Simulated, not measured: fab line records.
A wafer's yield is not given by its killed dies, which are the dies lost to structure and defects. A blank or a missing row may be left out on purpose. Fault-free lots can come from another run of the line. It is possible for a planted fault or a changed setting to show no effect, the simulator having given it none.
Struck lot and sound lot, side by side | flow nandHarc | 14 steps out of a route of 1302
Sound: wafers L472.1, L472.2, L472.5. The struck wafers were L477.2, L477.4, L477.6. The cause is given at the end.
Per side, at each step with rows, come the tool, then ch with its chambers, and then its first start. Under that, the readings that differ: sound wafers | struck wafers | difference of the means | sigmas: that difference in standard deviations of wafers without a fault.
alike: readings whose means differ by less than 2 such deviations, and words and numbers that are the same on both sides. not compared: withheld readings, readings that some wafer has no value for, bounds like >300 that may hide the same value, and numbers for which the record gives no deviation and whose values overlap.
The two part at a step that has a row with sigmas, a row that says differs or no value, or rows on one side only. Numbers that have no deviation but don't overlap get no sigmas and don't part them. Lack of a reading on every wafer of one side parts them only where that side has two or more wafers.

NHARC_P_GATE_RTA_64: time 1 s.
  sound on rtpAnneal-02 ch 0, day 10 14:10; struck on rtpAnneal-02 ch 0, day 12 09:04
  alike: lampPowerPct, lamp_zone_3_pct, lamp_zone_4_pct, wafer_temp_C_max
then, 1 step without rows for these wafers: NHARC_P_GATE_ETCH_77 (etches SiO2 in dHF, target depth 6 nm).
NHARC_P_GATE_DEGAS_109: time 60 s.
  sound: pvdSputter-02 at day 10 14:29; struck: pvdSputter-02 at day 12 09:20
  alike: heaterPowerW
then, 5 steps without rows for these wafers: NHARC_P_GATE_PRE_CLEAN_110 (time 30 s); NHARC_P_GATE_SPUTTER_78 (material Ni, target thk 10 nm); NHARC_P_GATE_SPUTTER_79 (material TiN, target thk 10 nm); NHARC_P_GATE_RTA_80 (time 30 s); NHARC_P_GATE_STRIP_67 (strips in SPM, time 600 s).
NHARC_P_GATE_RTA_82: time 30 s.
  sound on rtpAnneal-01 ch 0, day 10 15:20; struck on rtpAnneal-01 ch 0, day 12 10:07
  alike: lampPowerPct, lamp_zone_3_pct, lamp_zone_4_pct, wafer_temp_C_max
NHARC_P_GATE_INSPECT_68:
  sound: defectInspect-02 at day 10 15:32; struck: defectInspect-01 at day 12 10:17
  alike: rawDefectCount
NHARC_P_CONTACT_DEP_30: deposits SiNx, target thk 30 nm.
  sound on pecvd-04 ch 0,1,2, day 10 15:37; struck on pecvd-01 ch 0,1,2, day 12 10:22
  alike: heaterPowerW, rfFwdPowerW
NHARC_P_CONTACT_DEP_00: deposits SiO2, target thk 500 nm.
  sound: pecvd-04 ch 0,1,2; struck: pecvd-01 ch 0,1,2
  alike: heaterPowerW, rfFwdPowerW, throttleValvePct
NHARC_P_CONTACT_CMP_01: polishes SiO2, target thk 200 nm.
  sound on cmp-04 ch 0,2,3, day 10 16:19; struck on cmp-02 ch 0,1,3, day 12 11:04
  no value came back on the struck wafers for edgeZonePressureFrac, motorCurrentA (A); on the sound wafers edgeZonePressureFrac reads 0.997 1.009 0.992
-- the record jumps here: 19 days lie between the struck wafers' starts before and after (it left off in module P_CONTACT and takes up again in module END, whose first step shown is number 1302 of the route) --
NHARC_END_SORT_01:
  the record has rows for the struck wafers here (prober-01 ch 0, day 31 16:57) and none for the sound ones

WHERE THEY PART
Earliest at NHARC_P_CONTACT_CMP_01; latest, in this record, at NHARC_END_SORT_01.

WHY: what the simulator had put in
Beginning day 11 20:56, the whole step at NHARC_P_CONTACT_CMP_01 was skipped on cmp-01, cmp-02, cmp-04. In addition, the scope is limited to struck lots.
